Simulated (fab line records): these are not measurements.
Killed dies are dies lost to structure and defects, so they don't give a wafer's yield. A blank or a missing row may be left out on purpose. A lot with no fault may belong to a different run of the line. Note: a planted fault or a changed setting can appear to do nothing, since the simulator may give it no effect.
Matching of chambers || flow n5-finfet || N5_BEOL_M2_VIA_ETCH_34 on rie-diel-05 has 4 sister chambers
The step etches the open film in C4F6/O2, target depth 69.4 nm, time 65.9 s. 8 wafers are shown with their chamber, then 11 later ones without.

EACH WAFER AND ITS CHAMBER
{"wafer": "L083.4", "chamber": 1, "rf-vpp-V (V)": 653, "showerhead-plenum-p-Torr (Torr)": 2.79}
{"wafer": "L087.1", "chamber": 2, "rf-vpp-V (V)": 661, "showerhead-plenum-p-Torr (Torr)": 2.75}
{"wafer": "L087.3", "chamber": 3, "rf-vpp-V (V)": 689, "showerhead-plenum-p-Torr (Torr)": 2.90}
{"wafer": "L087.5", "chamber": 0, "rf-vpp-V (V)": 682, "showerhead-plenum-p-Torr (Torr)": 2.91}
{"wafer": "L088.1", "chamber": 3, "rf-vpp-V (V)": 689, "showerhead-plenum-p-Torr (Torr)": 2.90}
{"wafer": "L088.2", "chamber": 0, "rf-vpp-V (V)": 682, "showerhead-plenum-p-Torr (Torr)": 2.91}
{"wafer": "L088.4", "chamber": 1, "rf-vpp-V (V)": 653, "showerhead-plenum-p-Torr (Torr)": 2.78}
{"wafer": "L089.1", "chamber": 2, "rf-vpp-V (V)": 660, "showerhead-plenum-p-Torr (Torr)": 2.74}

WAFERS WITHOUT THEIR CHAMBER
{"wafer": "L089.3", "rf-vpp-V (V)": 682, "showerhead-plenum-p-Torr (Torr)": 2.91}
{"wafer": "L089.6", "rf-vpp-V (V)": 687, "showerhead-plenum-p-Torr (Torr)": 2.90}
{"wafer": "L091.4", "rf-vpp-V (V)": 689, "showerhead-plenum-p-Torr (Torr)": 2.90}
{"wafer": "L091.5", "rf-vpp-V (V)": 681, "showerhead-plenum-p-Torr (Torr)": 2.91}
{"wafer": "L091.6", "rf-vpp-V (V)": 653, "showerhead-plenum-p-Torr (Torr)": 2.78}
{"wafer": "L093.1", "rf-vpp-V (V)": 688, "showerhead-plenum-p-Torr (Torr)": 2.89}
{"wafer": "L093.4", "rf-vpp-V (V)": 689, "showerhead-plenum-p-Torr (Torr)": 2.89}
{"wafer": "L093.5", "rf-vpp-V (V)": 652, "showerhead-plenum-p-Torr (Torr)": 2.78}
{"wafer": "L097.1", "rf-vpp-V (V)": 682, "showerhead-plenum-p-Torr (Torr)": 2.90}
{"wafer": "L097.2", "rf-vpp-V (V)": 689, "showerhead-plenum-p-Torr (Torr)": 2.89}
{"wafer": "L097.6", "rf-vpp-V (V)": 688, "showerhead-plenum-p-Torr (Torr)": 2.89}

WHICH CHAMBER EACH ONE RAN IN
{"wafer": "L089.3", "from the rows above": 0, "in truth": 0}
{"wafer": "L089.6", "from the rows above": 3, "in truth": 3}
{"wafer": "L091.4", "from the rows above": 3, "in truth": 3}
{"wafer": "L091.5", "from the rows above": 0, "in truth": 0}
{"wafer": "L091.6", "from the rows above": 1, "in truth": 1}
{"wafer": "L093.1", "from the rows above": 3, "in truth": 3}
{"wafer": "L093.4", "from the rows above": 3, "in truth": 3}
{"wafer": "L093.5", "from the rows above": 1, "in truth": 1}
{"wafer": "L097.1", "from the rows above": 0, "in truth": 0}
{"wafer": "L097.2", "from the rows above": 3, "in truth": 3}
{"wafer": "L097.6", "from the rows above": 3, "in truth": 3}
Correct placement for 11 of the 11. From these rows, 0 cannot be placed. Placed wrongly: 0.
How it was worked out, from the rows above alone: a wafer's distance from a chamber is the root of the sum, over the readings, of the square of ((its reading less the chamber's mean) divided by the reading's scatter). The wafer belongs to the nearest chamber; if the next one is less than 2 further off, it can't be placed. For every chamber, the mean is computed from those of its wafers that are shown. The scatter: the root of (the sum of the squares of (reading less its chamber's mean) over the shown wafers, divided by (wafers less chambers)).
